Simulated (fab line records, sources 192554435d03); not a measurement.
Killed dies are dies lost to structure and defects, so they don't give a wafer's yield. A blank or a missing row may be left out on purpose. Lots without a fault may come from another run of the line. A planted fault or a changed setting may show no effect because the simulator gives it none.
Split-lot experiment | flow n5_finfet | 7 lots, 21 wafers read, on a route of 1938 steps

THE SPLIT
At N5_BEOL_M1_COAT_05 (resist thk 30 nm), the setting spin_rpm was moved away from the recipe's 1500 rpm on 7 of the 21 wafers read, by -8.3% to +9.1%. The other wafers ran this setting at the recipe's value.

The file shows no step between the split and the reading.

THE READING
CAR-EUV_of_BEOL_M1_COAT_05.thk_nm (the simulator's own value, which no gauge read), in nm, at N5_BEOL_M1_ETCH_74 (etches underlayer in N2/H2, target depth 6.5 nm, time 5.2 s). The file gives no usual value for it. The 14 wafers here that ran the recipe average 20.3 nm, standard deviation 0.096 nm.

wafer  | tool, chamber at the split | spin_rpm as run, rpm | against the recipe | CAR-EUV_of_BEOL_M1_COAT_05.thk_nm, nm | against lot-mates on the recipe
L075.1 | litho_track-02, 0          | 1500                 | recipe             | 20.2                                  | -
L075.2 | litho_track-02, 0          | 1617                 | +7.8%              | 19.2                                  | -1.1
L075.6 | litho_track-02, 0          | 1500                 | recipe             | 20.4                                  | -
L076.2 | litho_track-01, 0          | 1376                 | -8.3%              | 21.6                                  | +1.3
L076.4 | litho_track-01, 0          | 1500                 | recipe             | 20.4                                  | -
L076.5 | litho_track-01, 0          | 1500                 | recipe             | 20.2                                  | -
L079.1 | litho_track-05, 0          | 1500                 | recipe             | 20.4                                  | -
L079.3 | litho_track-05, 0          | 1500                 | recipe             | 20.2                                  | -
L079.6 | litho_track-05, 0          | 1500                 | recipe             | 20.2                                  | -
L081.2 | litho_track-01, 0          | 1500                 | recipe             | 20.4                                  | -
L081.3 | litho_track-01, 0          | 1456                 | -2.9%              | 20.8                                  | +0.4
L081.5 | litho_track-01, 0          | 1456                 | -2.9%              | 20.6                                  | +0.2
L088.3 | litho_track-01, 0          | 1637                 | +9.1%              | 19.2                                  | -1.2
L088.5 | litho_track-01, 0          | 1500                 | recipe             | 20.4                                  | -
L088.6 | litho_track-01, 0          | 1500                 | recipe             | 20.4                                  | -
L089.1 | litho_track-02, 0          | 1500                 | recipe             | 20.4                                  | -
L089.4 | litho_track-02, 0          | 1500                 | recipe             | 20.4                                  | -
L089.6 | litho_track-02, 0          | 1500                 | recipe             | 20.4                                  | -
L093.1 | litho_track-01, 0          | 1562                 | +4.1%              | 19.6                                  | -0.6
L093.3 | litho_track-01, 0          | 1562                 | +4.1%              | 19.6                                  | -0.6
L093.4 | litho_track-01, 0          | 1500                 | recipe             | 20.2                                  | -

THE FIT
A straight line over all 21 wafers: CAR-EUV_of_BEOL_M1_COAT_05.thk_nm changes by -0.143 nm for each +1% of spin_rpm; r = -0.98; the points scatter about the line by 0.11 nm.
The same after taking each lot's own level away (the mean of its wafers on the recipe; 21 wafers): -0.14 nm for each +1%; r = -0.99; scatter 0.085 nm.
On that fit, the largest move of spin_rpm shifts the reading by 1.3 nm.
The lots' own levels span 20.20 to 20.40 nm, that is 2.1 times the standard deviation above.
So the lot-to-lot level changes the slope little: the two slopes agree.
Check: with one of the wafers moved furthest among these (+9.1%) left out of the fit, the line predicts -1.32 nm for it against its lot-mates. It came out at -1.2 nm against them.

OTHER SPLITS ON THESE WAFERS
These wafers also went through other splits before the reading. Each is held against what the fit with the lots' levels taken away leaves over:
other split on the same wafers | wafers away from the commonest value | r with CAR-EUV_of_BEOL_M1_COAT_05.thk_nm (lot level and that fit taken away)
N5_BEOL_M0_ETCH_138 source_w   | 5                                    | +0.13

THE WHOLE CHAIN: every reading that the file lists as answering this split, in the file's order
step               | what it does                                                | reading                                                                            | change (the file's fit)               | r (the file's)
N5_BEOL_M1_COAT_05 | resist thk 30 nm                                            | CAR-EUV_of_BEOL_M1_COAT_05.thk_nm (the simulator's own value, which no gauge read) | -0.15 nm for each +1% of the setting  | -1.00
N5_BEOL_M1_ETCH_74 | etches underlayer in N2/H2, target depth 6.5 nm, time 5.2 s | CAR-EUV_of_BEOL_M1_COAT_05.thk_nm (the simulator's own value, which no gauge read) | -0.141 nm for each +1% of the setting | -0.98

THE FILE'S OWN FIT
CAR-EUV_of_BEOL_M1_COAT_05.thk_nm changes by -0.141 nm for each +1% of spin_rpm, r = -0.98.
